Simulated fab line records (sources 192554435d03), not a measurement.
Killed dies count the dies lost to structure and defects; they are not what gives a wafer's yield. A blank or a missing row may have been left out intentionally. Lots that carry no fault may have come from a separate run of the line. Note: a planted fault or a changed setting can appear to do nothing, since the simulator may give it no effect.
fab line records	flow n5Finfet
[record] lots = 10	wafers = 30	lastDay = 16
route steps=1938 shown GATE_CUT@505 MOL_CONTACT_COAG@517 BEOL_M4@1111 PASSIVATION@1936
lots that met no fault: from a run of the same line without faults
startH: hours from the record's first day to the start of the lot's first wafer shown	waitH: how many hours have passed since the lot's step before this one	" the same as in the row above	L1.1+2: one row covering several wafers at once	- value missing, or start not given	* or withheld: withheld	< > ~ a bound
route shown NAME@n: names a module that has steps shown in the file, with the first one's number in the route	usual: mean and standard deviation over wafers with no fault	same: alike in all rows	chamber/n: place in a boat	sites: readings site by site	_std_site: standard deviation across them	_edge_site: inner sites' mean taken away from outer sites' mean	radiusMm: for every site, how far away it sits from the centre of the wafer	mask NAME#n: copy n	behind: the last tool/chamber to shape the wafer	hold: why the lot was held/for how many hours/how that ended	device: whichever transistor did not switch (one of n, p or np)	end of line: tests of these same wafers at the route's end	step lacking rows: just its recipe	killed: dies lost to structure and defects at the first sort, not the wafer's yield	map: shows each die of a wafer: x if killed, . if not, _ if none is there
set.NAME: the run value of the setting; set.NAME@STEP: its run value at that earlier step	model.NAME: the simulator's own value behind a step, which no gauge read
steps of the route over a sample of lots; a table a step, a row a wafer
services: from which hour (startH, from the record's first day; less than 0 if before it) a tool's chamber was out of use, for how many hours, and why
[[steps]]
[step N5_GATE_CUT_VAPOR_ETCH_49]
[recipe] chemistry = BCl3/Cl2	target = TiAlC	mode = isotropic
[usual] drypumpMotorCurrentA = 5.8/0.44	oesProductAu = 0.80/0.082
lot.wafer	tool	chamber	startH	waitH	drypumpMotorCurrentA	oesProductAu
L219.2	rieMetal-02	1	98.57	0.0	5.5	0.74
L219.4	"	1	"	"	5.5	0.73
L219.5	"	0	"	"	6.0	0.95
L220.1	rieMetal-02	1	105.85	0.0	5.5	0.74
L220.3	"	1	"	"	5.5	0.73
L220.5	"	1	"	"	5.5	0.74
L222.2	rieMetal-03	0	118.23	0.0	5.2	0.91
L222.3	"	1	"	"	5.7	0.70
L222.6	"	1	"	"	5.7	0.71
L223.2	rieMetal-01	1	126.17	0.0	5.8	0.75
L223.3	"	1	"	"	5.8	0.75
L223.5	"	0	"	"	6.6	0.83
L224.1	rieMetal-03	1	130.17	0.0	5.6	0.70
L224.3	"	0	"	"	5.2	0.91
L224.6	"	1	"	"	5.7	0.70
L226.1	rieMetal-03	1	141.35	0.0	5.7	0.71
L226.3	"	0	"	"	5.2	0.89
L226.4	"	1	"	"	5.7	0.71
L229.2	rieMetal-01	1	164.28	0.0	5.8	0.74
L229.4	"	0	"	"	6.6	0.82
L229.5	"	0	"	"	6.6	0.83
L234.1	rieMetal-01	1	189.10	0.0	5.8	0.73
L234.2	"	0	"	"	6.6	0.81
L234.3	"	1	"	"	5.8	0.74
L235.2	rieMetal-01	1	191.27	0.0	5.9	0.74
L235.3	"	0	"	"	6.6	0.82
L235.6	"	0	"	"	6.6	0.82
L238.2	rieMetal-02	1	213.66	0.0	5.5	0.71
L238.3	"	1	"	"	5.5	0.72
L238.5	"	0	"	"	5.9	0.89
[step N5_GATE_CUT_CMP_61]
[recipe] stopOn = SiNx	tOverpolishS = 3	postCmpClean = alkalineBrush	downForcePsi = 4	platenRpm = 27.09	padVelocityMS = 0.539
[usual] edgeZonePressureFrac = 1.000/0.0049	motorCurrentA = 12.1/1
lot.wafer	tool	chamber	startH	waitH	edgeZonePressureFrac	motorCurrentA
L219.4	cmp-02	1	104.56	0.4	1.001	14.0
L219.2	"	3	"	"	0.995	11.9
L219.5	"	1	"	"	0.997	13.9
L220.3	cmp-04	0	108.54	0.3	1.002	10.8
L220.1	"	1	"	"	0.997	12.2
L220.5	"	0	"	"	1.001	10.9
L222.3	cmp-03	0	121.02	0.3	0.997	12.0
L222.2	"	1	"	"	1.000	12.7
L222.6	"	2	"	"	1.004	11.2
L223.3	cmp-03	3	128.92	0.3	1.002	12.0
L223.2	"	0	"	"	0.997	13.0
L223.5	"	3	"	"	0.995	11.2
L224.1	cmp-04	3	132.76	0.3	1.001	12.0
L224.3	"	0	"	"	0.998	11.1
L224.6	"	2	"	"	1.002	11.6
L226.4	cmp-04	2	143.88	0.4	0.997	11.4
L226.3	"	3	"	"	0.999	11.7
L226.1	"	0	"	"	0.994	10.7
L229.4	cmp-03	3	166.88	0.3	1.011	11.5
L229.2	"	1	"	"	1.005	14.3
L229.5	"	2	"	"	0.999	10.9
L234.2	cmp-04	0	191.67	0.4	1.000	11.3
L234.3	"	2	"	"	0.996	11.5
L234.1	"	3	"	"	1.004	12.3
L235.3	cmp-03	2	193.80	0.4	1.002	11.2
L235.2	"	1	"	"	0.989	12.7
L235.6	"	2	"	"	1.004	11.3
L238.3	cmp-02	3	216.53	0.3	1.003	12.0
L238.2	"	0	"	"	0.991	12.5
L238.5	"	2	"	"	0.998	9.9
[step N5_MOL_CONTACT_COAG_COAT_103]
[recipe] resist = SOC	tempC = 250	timeS = 60	spinRpm = 1500	resistThkNm = 80
[usual] resistLineTempC = 22.99/0.11	spinSpeedRpm = 1499.8/1.1
lot.wafer	tool	chamber	startH	waitH	resistLineTempC	spinSpeedRpm
L219.2	lithoTrack-05	0	104.82	0.0	23.07	1499.9
L219.4	"	0	"	"	23.15	1498.7
L219.5	"	0	"	"	22.97	1500.3
L220.1	lithoTrack-02	0	108.78	0.0	23.01	1498.5
L220.3	"	0	"	"	23.07	1500.8
L220.5	"	0	"	"	23.09	1498.6
L222.2	lithoTrack-02	0	121.22	0.0	22.98	1500.4
L222.3	"	0	"	"	22.99	1501.2
L222.6	"	0	"	"	22.94	1500.9
L223.2	lithoTrack-02	0	129.16	0.0	23.04	1499.3
L223.3	"	0	"	"	22.75	1497.2
L223.5	"	0	"	"	22.95	1500.2
L224.1	lithoTrack-05	0	132.96	0.0	23.00	1497.9
L224.3	"	0	"	"	22.97	1499.2
L224.6	"	0	"	"	23.00	1499.9
L226.1	lithoTrack-04	0	144.14	0.0	22.89	1499.9
L226.3	"	0	"	"	22.85	1500.4
L226.4	"	0	"	"	22.85	1498.4
L229.2	lithoTrack-04	0	167.12	0.0	22.91	1498.1
L229.4	"	0	"	"	22.94	1495.8
L229.5	"	0	"	"	23.02	1496.7
L234.1	lithoTrack-04	0	191.93	0.0	22.68	1558.5
L234.2	"	0	"	"	22.94	1557.2
L234.3	"	0	"	"	22.85	1558.1
L235.2	lithoTrack-04	0	194.06	0.0	23.12	1557.2
L235.3	"	0	"	"	23.01	1557.2
L235.6	"	0	"	"	23.03	1557.3
L238.2	lithoTrack-05	0	216.74	0.0	23.13	1500.5
L238.3	"	0	"	"	23.07	1501.9
L238.5	"	0	"	"	23.11	1500.0
[step N5_MOL_CONTACT_COAG_INSPECT_10]
[recipe] mode = adi	inspectInstrument = brightfield
[usual] rawDefectCount = 77/25
lot.wafer	tool	chamber	startH	waitH	rawDefectCount
L219.2	defectInspect-01	-	105.38	0.0	46
L219.4	"	-	"	"	106
L219.5	"	-	"	"	43
L220.1	defectInspect-01	-	109.17	0.1	41
L220.3	"	-	"	"	39
L220.5	"	-	"	"	59
L222.2	defectInspect-02	-	121.59	0.1	74
L222.3	"	-	"	"	97
L222.6	"	-	"	"	45
L223.2	defectInspect-02	-	129.51	0.0	95
L223.3	"	-	"	"	93
L223.5	"	-	"	"	83
L224.1	defectInspect-02	-	133.31	0.1	53
L224.3	"	-	"	"	66
L224.6	"	-	"	"	49
L226.1	defectInspect-02	-	144.62	0.1	87
L226.3	"	-	"	"	93
L226.4	"	-	"	"	109
L229.2	defectInspect-01	-	167.47	0.0	76
L229.4	"	-	"	"	74
L229.5	"	-	"	"	82
L234.1	defectInspect-02	-	192.29	0.1	79
L234.2	"	-	"	"	96
L234.3	"	-	"	"	85
L235.2	defectInspect-02	-	194.42	0.0	78
L235.3	"	-	"	"	94
L235.6	"	-	"	"	46
L238.2	defectInspect-02	-	217.09	0.0	102
L238.3	"	-	"	"	86
L238.5	"	-	"	"	81
[step N5_BEOL_M4_RC_MEAS_101]
[usual] DIBL_N = 36.3/1.4	DIBL_P = 35.7/1.5	IOFF_N = 0.155/0.022	IOFF_P = 0.204/0.027	ION_N = 671/9	ION_P = 459/6.2	SS_N = 71.5/0.54	SS_P = 73.1/0.56	VT_N = 250.2/2.6	VT_P = -251/3.3
lot.wafer	tool	chamber	startH	waitH	DIBL_N[mV/V]	DIBL_P[mV/V]	IOFF_N[nA/um]	IOFF_P[nA/um]	ION_N[uA/um]	ION_P[uA/um]	SS_N[mV/dec]	SS_P[mV/dec]	VT_N[mV]	VT_P[mV]
L219.2	prober-01	0	186.80	0.2	35.3	35.6	0.162	0.216	677	466	71.7	73.3	247.9	-248
L219.4	"	0	"	"	35.4	35.4	0.156	0.221	663	462	71.7	73.4	249.2	-249
L219.5	"	0	"	"	34.2	33.7	0.144	0.187	671	457	70.8	72.3	250.9	-251
L220.1	prober-02	0	189.13	0.0	35.0	34.9	0.137	0.171	663	453	70.7	72.3	250.8	-255
L220.3	"	0	"	"	36.4	36.8	0.176	0.195	682	464	71.5	73.4	245.6	-254
L220.5	"	0	"	"	38.2	38.8	0.212	0.222	686	456	71.1	73.6	243.2	-252
L222.2	prober-01	0	192.17	0.6	37.8	37.2	0.193	0.243	674	465	71.1	74.0	246.9	-246
L222.3	"	0	"	"	35.7	35.6	0.148	0.210	670	464	70.6	73.3	250.1	-248
L222.6	"	0	"	"	36.8	37.0	0.185	0.239	691	470	71.4	73.5	247.2	-246
L223.2	prober-01	0	209.97	0.2	39.1	38.6	0.197	0.257	682	466	72.3	73.6	247.3	-245
L223.3	"	0	"	"	38.6	37.1	0.182	0.242	665	454	71.6	74.0	248.6	-246
L223.5	"	0	"	"	38.9	37.1	0.195	0.238	678	458	73.4	73.4	250.4	-249
L224.1	prober-01	0	212.61	0.0	35.3	35.5	0.133	0.177	677	462	70.9	72.4	253.2	-255
L224.3	"	0	"	"	36.1	35.9	0.149	0.185	661	451	71.3	73.4	251.9	-255
L224.6	"	0	"	"	36.7	35.6	0.151	0.174	668	447	71.6	72.5	252.9	-258
L226.1	prober-01	0	232.23	0.0	34.8	33.3	0.128	0.189	669	468	72.3	73.1	252.8	-247
L226.3	"	0	"	"	36.0	35.0	0.153	0.218	679	465	71.9	72.9	248.1	-248
L226.4	"	0	"	"	36.4	35.6	0.152	0.225	662	464	71.5	72.9	250.0	-247
L229.2	prober-01	0	256.94	0.2	35.5	37.0	0.149	0.189	677	458	71.5	73.8	249.4	-251
L229.4	"	0	"	"	35.8	36.9	0.160	0.193	672	457	71.5	72.9	250.1	-254
L229.5	"	0	"	"	34.5	36.1	0.144	0.182	668	454	71.3	73.4	250.6	-250
L235.2	prober-01	0	274.48	0.2	34.1	33.5	0.119	0.174	666	457	71.0	72.7	253.2	-252
L235.3	"	0	"	"	35.0	34.6	0.131	0.185	664	457	71.2	72.9	252.5	-251
L235.6	"	0	"	"	35.4	34.6	0.138	0.192	677	462	71.6	73.0	250.7	-251
L234.1	prober-01	0	279.97	0.0	38.2	37.2	0.163	0.226	675	460	71.5	73.5	251.9	-251
L234.2	"	0	"	"	39.4	38.3	0.194	0.262	683	467	71.7	74.3	246.3	-248
L234.3	"	0	"	"	39.5	38.6	0.190	0.259	674	469	72.0	74.2	247.1	-249
L238.2	prober-02	0	294.24	0.2	37.1	36.6	0.183	0.232	679	465	71.5	72.9	246.5	-248
L238.3	"	0	"	"	36.2	35.7	0.157	0.210	667	458	71.2	72.2	250.3	-249
L238.5	"	0	"	"	37.1	37.5	0.176	0.248	677	468	71.0	73.3	246.7	-245
[step N5_PASSIVATION_PROBE_49]
[usual] defectLimitedYield = 91.0/1.5	killed_at_M0_to_M3 = 36/12	killed_at_M4_up = 14/5.5	killedAtContacts = 11/4.8	killedAtFrontEnd = 42/12	killedAtOther = 3.7/2.7	killedDies = 106/18	killedOpen = 70/13	killedShort = 35/8.2	sort_bin_5_function = 5.3/1	sort_bin_6_memory = 3.3/0.69	sort_bin_8_speed = 0.00/0.007	sortNPass = 1074/18	sortYieldPct = 91.0/1.5
[same] grossDies = 1180	killedAtBackSide = 0	sort_bin_4_leakage[%] = 0
lot.wafer	tool	chamber	startH	waitH	defectLimitedYield[%]	killed_at_M0_to_M3	killed_at_M4_up	killedAtContacts	killedAtFrontEnd	killedAtOther	killedDies	killedOpen	killedShort	sort_bin_5_function[%]	sort_bin_6_memory[%]	sort_bin_8_speed[%]	sortNPass	sortYieldPct[%]
L219.2	prober-02	-	297.34	0.1	89.7	34	24	13	49	1	121	75	39	5.4	3.9	0	1059	89.7
L219.4	prober-02	-	297.44	0.2	91.4	36	10	4	51	0	101	73	27	5.0	3.2	0	1079	91.4
L219.5	prober-02	-	297.49	0.2	89.5	54	14	14	41	1	124	76	46	6.4	3.7	0	1056	89.5
L220.1	prober-02	-	299.90	0.0	89.7	48	5	10	56	3	122	83	38	6.2	3.9	0	1058	89.7
L220.3	prober-02	-	300.00	0.1	91.9	49	13	6	27	1	96	71	25	4.4	3.6	0	1084	91.9
L220.5	prober-02	-	300.10	0.2	89.2	52	10	6	56	4	128	85	43	6.7	3.5	0	1052	89.2
L222.2	prober-01	-	300.51	0.1	88.7	51	12	11	55	4	133	89	42	7.3	3.6	0	1047	88.7
L222.3	prober-01	-	300.56	0.1	92.0	27	16	13	32	6	94	54	39	4.7	2.8	0	1086	92.0
L222.6	prober-01	-	300.71	0.3	89.8	38	17	11	51	3	120	87	32	5.9	4.0	0	1060	89.8
L223.2	prober-01	-	315.88	0.1	90.5	45	14	5	44	4	112	72	37	5.4	3.7	0	1068	90.5
L223.3	prober-01	-	315.93	0.1	91.6	29	12	6	39	13	99	59	38	4.4	3.8	0	1081	91.6
L223.5	prober-01	-	316.03	0.2	88.6	40	29	13	45	7	134	85	45	6.6	4.4	0	1046	88.6
L224.1	prober-01	-	319.97	0.0	91.9	20	21	4	46	4	95	62	33	5.0	2.8	0	1085	91.9
L224.3	prober-01	-	320.07	0.1	90.6	40	11	7	44	9	111	77	33	5.8	3.5	0	1069	90.6
L224.6	prober-01	-	320.22	0.3	93.3	12	8	15	41	3	79	51	26	3.6	2.7	0	1101	93.3
L226.1	prober-01	-	332.72	0.0	89.7	38	14	14	52	3	121	82	33	6.3	3.8	0	1059	89.7
L226.3	prober-01	-	332.82	0.1	90.7	37	12	7	46	8	110	74	34	5.0	4.2	0	1070	90.7
L226.4	prober-01	-	332.87	0.2	88.1	54	25	3	52	6	140	88	50	6.9	4.7	0	1040	88.1
L229.2	prober-01	-	361.68	0.1	92.9	37	13	8	22	4	84	60	22	5.0	1.9	0	1096	92.9
L229.4	prober-01	-	361.78	0.2	91.4	32	13	26	30	1	102	71	27	5.3	2.9	0.08	1078	91.4
L229.5	prober-01	-	361.83	0.2	92.1	44	14	8	26	1	93	67	26	5.5	2.2	0	1087	92.1
L235.2	prober-01	-	379.83	0.1	90.7	31	15	11	53	0	110	72	37	5.4	3.4	0	1070	90.7
L235.3	prober-01	-	379.88	0.1	89.7	41	15	3	54	8	121	71	50	5.7	4.2	0	1059	89.7
L235.6	prober-01	-	380.03	0.3	90.2	36	13	12	54	1	116	72	43	6.4	3.3	0	1064	90.2
L234.1	prober-02	-	382.26	0.0	90.4	34	21	12	43	3	113	75	35	5.3	4.1	0	1067	90.4
L234.2	prober-02	-	382.31	0.1	91.8	18	20	10	46	3	97	64	33	4.7	3.1	0	1083	91.8
L234.3	prober-02	-	382.36	0.1	93.5	14	13	12	34	4	77	51	26	3.2	2.9	0	1103	93.5
L238.2	prober-01	-	389.16	0.1	93.2	33	8	5	32	2	80	53	25	4.2	2.4	0	1100	93.2
L238.3	prober-01	-	389.21	0.1	93.1	33	7	21	21	0	82	60	20	4.1	2.5	0	1098	93.1
L238.5	prober-01	-	389.31	0.2	91.4	27	11	18	43	3	102	69	31	5.8	2.8	0	1078	91.4
// killed by level:class
L219.2 STI_FIN_REVEAL:geometricParticle:open=14 MOL_CONTACT_COAG:geometricParticle:open=10 BEOL_M3:geometricParticle:open=9 BEOL_M2:geometricParticle:open=8 HKMG_FIN:areaEtch=7 BEOL_M4:geometricParticle:open=6 BEOL_M0_SAQP:geometricParticle:short=5 DUMMY_GATE:geometricParticle:open=4
L219.4 STI_FIN_REVEAL:geometricParticle:open=18 BEOL_M0_SAQP:geometricParticle:open=11 BEOL_M1:geometricParticle:open=6 BEOL_M2:geometricParticle:open=6 FIN_SAQP:geometricParticle:open=5 GATE_CUT:geometricParticle:short=5 STARTING-WAFER:geometricParticle:open=5 BEOL_M5:geometricParticle:open=4
L219.5 BEOL_M0_SAQP:geometricParticle:short=16 MOL_CONTACT_COAG:geometricParticle:open=13 BEOL_M2:geometricParticle:open=11 BEOL_M0_SAQP:geometricParticle:open=9 STI_FIN_REVEAL:geometricParticle:open=8 DUMMY_GATE:geometricParticle:open=8 BEOL_M3:geometricParticle:open=7 BEOL_M4:geometricParticle:open=6
L220.1 STI_FIN_REVEAL:geometricParticle:open=21 BEOL_M3:geometricParticle:open=12 FIN_SAQP:geometricParticle:open=9 MOL_CONTACT_COAG:geometricParticle:open=8 BEOL_M0_SAQP:geometricParticle:open=8 BEOL_M0_SAQP:geometricParticle:short=6 GATE_CUT:geometricParticle:short=6 BEOL_M1:geometricParticle:open=5
L220.3 BEOL_M1:geometricParticle:open=11 BEOL_M0:geometricParticle:open=11 BEOL_M0_SAQP:geometricParticle:open=8 BEOL_M3:geometricParticle:open=8 GATE_CUT:geometricParticle:short=6 STI_FIN_REVEAL:geometricParticle:open=6 BEOL_M4:geometricParticle:open=6 FIN_SAQP:geometricParticle:open=5
L220.5 FIN_SAQP:geometricParticle:open=16 BEOL_M0_SAQP:geometricParticle:open=16 BEOL_M0_SAQP:geometricParticle:short=13 STI_FIN_REVEAL:geometricParticle:open=9 FIN_SAQP:geometricParticle:short=8 BEOL_M1:geometricParticle:open=7 BEOL_M3:geometricParticle:open=7 GATE_CUT:geometricParticle:short=5
L222.2 STI_FIN_REVEAL:geometricParticle:open=21 BEOL_M3:geometricParticle:open=13 BEOL_M0_SAQP:geometricParticle:open=12 BEOL_M0_SAQP:geometricParticle:short=11 BEOL_M1:geometricParticle:open=8 FIN_SAQP:geometricParticle:short=7 DUMMY_GATE:geometricParticle:open=6 MOL_CONTACT_COAG:geometricParticle:open=6
L222.3 BEOL_M2:geometricParticle:open=11 MOL_CONTACT_COAG:geometricParticle:open=9 STI_FIN_REVEAL:geometricParticle:open=5 FIN_SAQP:geometricParticle:short=4 DUMMY_GATE:geometricParticle:open=4 GATE_CUT:geometricParticle:open=4 GATE_CUT:geometricParticle:short=4 MOL_CONTACT_COAG:geometricParticle:short=4
L222.6 STI_FIN_REVEAL:geometricParticle:open=22 FIN_SAQP:geometricParticle:open=9 MOL_CONTACT_COAG:geometricParticle:open=9 BEOL_M3:geometricParticle:open=8 BEOL_M0_SAQP:geometricParticle:open=7 BEOL_M0_SAQP:geometricParticle:short=6 BEOL_M2:geometricParticle:open=6 BEOL_M4:geometricParticle:open=6
L223.2 BEOL_M2:geometricParticle:open=14 BEOL_M0_SAQP:geometricParticle:open=11 FIN_SAQP:geometricParticle:short=10 FIN_SAQP:geometricParticle:open=9 BEOL_M0_SAQP:geometricParticle:short=9 DUMMY_GATE:geometricParticle:open=7 BEOL_M3:geometricParticle:open=6 BEOL_M4:geometricParticle:open=6
L223.3 FIN_SAQP:geometricParticle:short=12 BEOL_M0_SAQP:geometricParticle:short=8 FIN_SAQP:geometricParticle:open=7 MIM_TOP_ETCH:geometricParticle:open=6 MOL_CONTACT_COAG:geometricParticle:open=6 BEOL_M2:geometricParticle:open=6 GATE_CUT:geometricParticle:short=5 STI_FIN_REVEAL:geometricParticle:open=4
L223.5 BEOL_M4:geometricParticle:open=17 BEOL_M0_SAQP:geometricParticle:short=11 FIN_SAQP:geometricParticle:open=10 MOL_CONTACT_COAG:geometricParticle:open=10 FIN_SAQP:geometricParticle:short=8 GATE_CUT:geometricParticle:short=8 BEOL_M2:geometricParticle:open=8 GATE_CUT:geometricParticle:open=5
L224.1 FIN_SAQP:geometricParticle:open=9 BEOL_M5:geometricParticle:open=8 FIN_SAQP:geometricParticle:short=7 DUMMY_GATE:geometricParticle:open=6 GATE_CUT:geometricParticle:short=6 STI_FIN_REVEAL:geometricParticle:open=5 BEOL_M0_SAQP:geometricParticle:open=4 BEOL_M2:geometricParticle:open=4
L224.3 STI_FIN_REVEAL:geometricParticle:open=13 BEOL_M3:geometricParticle:open=9 FIN_SAQP:geometricParticle:open=8 DUMMY_GATE:geometricParticle:open=7 BEOL_M0_SAQP:geometricParticle:open=7 BEOL_M2:geometricParticle:open=7 BEOL_M1:geometricParticle:open=6 PASS1_CAP:geometricParticle:short=6
L224.6 STI_FIN_REVEAL:geometricParticle:open=14 MOL_CONTACT_COAG:geometricParticle:open=11 FIN_SAQP:geometricParticle:short=7 BEOL_M3:geometricParticle:open=5 DUMMY_GATE:geometricParticle:open=5 GATE_CUT:geometricParticle:short=5 MOL_CONTACT_COAG:geometricParticle:short=4 BEOL_M2:geometricParticle:open=4
L226.1 STI_FIN_REVEAL:geometricParticle:open=13 MOL_CONTACT_COAG:geometricParticle:open=12 FIN_SAQP:geometricParticle:open=10 BEOL_M3:geometricParticle:open=9 FIN_SAQP:geometricParticle:short=8 BEOL_M2:geometricParticle:open=6 GATE_CUT:geometricParticle:short=5 BEOL_M0_SAQP:geometricParticle:short=5
L226.3 STI_FIN_REVEAL:geometricParticle:open=15 GATE_CUT:geometricParticle:short=11 BEOL_M1:geometricParticle:open=11 BEOL_M2:geometricParticle:open=9 BEOL_M0_SAQP:geometricParticle:open=7 FIN_SAQP:geometricParticle:short=5 GATE_CUT:geometricParticle:open=5 MOL_CONTACT_COAG:geometricParticle:open=5
L226.4 STI_FIN_REVEAL:geometricParticle:open=13 BEOL_M0_SAQP:geometricParticle:open=10 BEOL_M3:geometricParticle:open=9 BEOL_M4:geometricParticle:open=9 FIN_SAQP:geometricParticle:short=8 GATE_CUT:geometricParticle:short=8 BEOL_M1:geometricParticle:open=8 BEOL_M2:geometricParticle:open=8
L229.2 BEOL_M3:geometricParticle:open=21 BEOL_M4:geometricParticle:open=7 MOL_CONTACT_COAG:geometricParticle:open=5 STARTING-WAFER:geometricParticle:open=5 FIN_SAQP:geometricParticle:open=3 STI_FIN_REVEAL:geometricParticle:open=3 DUMMY_GATE:geometricParticle:open=3 MOL_CONTACT_COAG:geometricParticle:short=3
L229.4 MOL_CONTACT_COAG:geometricParticle:open=20 BEOL_M3:geometricParticle:open=10 BEOL_M1:geometricParticle:open=7 BEOL_M4:geometricParticle:open=7 FIN_SAQP:geometricParticle:short=6 MOL_CONTACT_COAG:geometricParticle:short=6 BEOL_M0_SAQP:geometricParticle:open=6 STI_FIN_REVEAL:geometricParticle:open=5
L229.5 BEOL_M1:geometricParticle:open=10 BEOL_M0_SAQP:geometricParticle:short=9 STI_FIN_REVEAL:geometricParticle:open=7 BEOL_M0_SAQP:geometricParticle:open=7 BEOL_M2:geometricParticle:open=7 BEOL_M3:geometricParticle:open=7 DUMMY_GATE:geometricParticle:open=6 MOL_CONTACT_COAG:geometricParticle:open=6
L235.2 STI_FIN_REVEAL:geometricParticle:open=11 FIN_SAQP:geometricParticle:open=10 MOL_CONTACT_COAG:geometricParticle:open=9 BEOL_M0_SAQP:geometricParticle:short=9 FIN_SAQP:geometricParticle:short=8 BEOL_M1:geometricParticle:open=7 STI_FIN_REVEAL:geometricParticle:short=6 BEOL_M4:geometricParticle:open=6
L235.3 STI_FIN_REVEAL:geometricParticle:open=15 BEOL_M0_SAQP:geometricParticle:short=9 FIN_SAQP:geometricParticle:open=8 FIN_SAQP:geometricParticle:short=8 BEOL_M2:geometricParticle:short=8 DUMMY_GATE:geometricParticle:open=7 BEOL_M0_SAQP:geometricParticle:open=7 GATE_CUT:geometricParticle:short=6
L235.6 FIN_SAQP:geometricParticle:short=12 FIN_SAQP:geometricParticle:open=11 GATE_CUT:geometricParticle:short=10 MOL_CONTACT_COAG:geometricParticle:open=10 STI_FIN_REVEAL:geometricParticle:open=8 BEOL_M0_SAQP:geometricParticle:short=7 BEOL_M3:geometricParticle:open=7 BEOL_M0_SAQP:geometricParticle:open=6
L234.1 FIN_SAQP:geometricParticle:open=14 BEOL_M3:geometricParticle:open=12 FIN_SAQP:geometricParticle:short=11 BEOL_M4:geometricParticle:open=9 MOL_CONTACT_COAG:geometricParticle:open=8 BEOL_M0_SAQP:geometricParticle:open=6 BEOL_M0_SAQP:geometricParticle:short=6 STARTING-WAFER:geometricParticle:short=6
L234.2 FIN_SAQP:geometricParticle:open=13 DUMMY_GATE:geometricParticle:open=9 MOL_CONTACT_COAG:geometricParticle:open=9 BEOL_M4:geometricParticle:open=7 FIN_SAQP:geometricParticle:short=6 STI_FIN_REVEAL:geometricParticle:open=6 BEOL_M0_SAQP:geometricParticle:short=5 GATE_CUT:geometricParticle:short=4
L234.3 MOL_CONTACT_COAG:geometricParticle:open=12 BEOL_M4:geometricParticle:open=8 FIN_SAQP:geometricParticle:open=7 GATE_CUT:geometricParticle:short=5 FIN_SAQP:geometricParticle:short=4 DUMMY_GATE:geometricParticle:open=4 BEOL_M0_SAQP:geometricParticle:short=4 BEOL_M2:geometricParticle:open=4
L238.2 BEOL_M0_SAQP:geometricParticle:open=8 STI_FIN_REVEAL:geometricParticle:open=7 DUMMY_GATE:geometricParticle:open=6 BEOL_M2:geometricParticle:open=6 BEOL_M0_SAQP:geometricParticle:short=5 BEOL_M1:geometricParticle:open=5 FIN_SAQP:geometricParticle:open=3 MOL_CONTACT_COAG:geometricParticle:open=3
L238.3 MOL_CONTACT_COAG:geometricParticle:open=20 BEOL_M2:geometricParticle:open=9 STI_FIN_REVEAL:geometricParticle:open=8 BEOL_M0_SAQP:geometricParticle:open=6 BEOL_M0_SAQP:geometricParticle:short=5 BEOL_M3:geometricParticle:open=5 BEOL_M1:geometricParticle:short=4 STI_FIN_REVEAL:geometricParticle:short=2
L238.5 STI_FIN_REVEAL:geometricParticle:open=15 MOL_CONTACT_COAG:geometricParticle:open=14 FIN_SAQP:geometricParticle:open=8 BEOL_M0_SAQP:geometricParticle:short=8 BEOL_M0_SAQP:geometricParticle:open=6 STI_FIN_REVEAL:geometricParticle:short=4 MOL_CONTACT_COAG:geometricParticle:short=4 BEOL_M0:geometricParticle:short=4
[[services]]
tool	chamber	startH	hours	kind
cmp-04	-	77.74	4.0	repair
rieMetal-02	-	87.75	2.8	pm
cmp-02	-	93.69	1.8	repair
cmp-02	-	107.47	5.4	pm
cmp-04	-	112.04	4.0	pm
cmp-04	-	116.04	-	consumableReplace:conditioner
cmp-04	-	116.04	-	consumableReplace:pad
cmp-02	-	143.95	4.6	pm
cmp-03	-	149.25	0.3	repair
cmp-04	-	160.84	3.5	pm
cmp-03	-	164.14	0.4	repair
rieMetal-01	-	178.94	1.6	repair
cmp-04	-	195.87	0.9	repair
rieMetal-03	-	205.01	2.8	pm
cmp-02	-	214.94	0.6	repair
[[key]]
[firstSign] step = N5_MOL_CONTACT_COAG_COAT_103	reading = spinSpeedRpm	direction = up	sigmas = 54	usual = *	struck = *
effect none on later readings
metAt N5_MOL_CONTACT_COAG_COAT_103
struckLots L234,L235
notActingAt N5_GATE_CUT_VAPOR_ETCH_49,N5_GATE_CUT_CMP_61,N5_MOL_CONTACT_COAG_INSPECT_10
onsetBetween 167.12 191.93
[fault] kind = processParameterDrift	tool = lithoTrack-04	chamber = -	onsetH = 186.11	steps = N5_MOL_CONTACT_COAG_COAT_103	channel = spinRpm	offset = *	shape = step	endH = 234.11	actsIn = *	stated = *
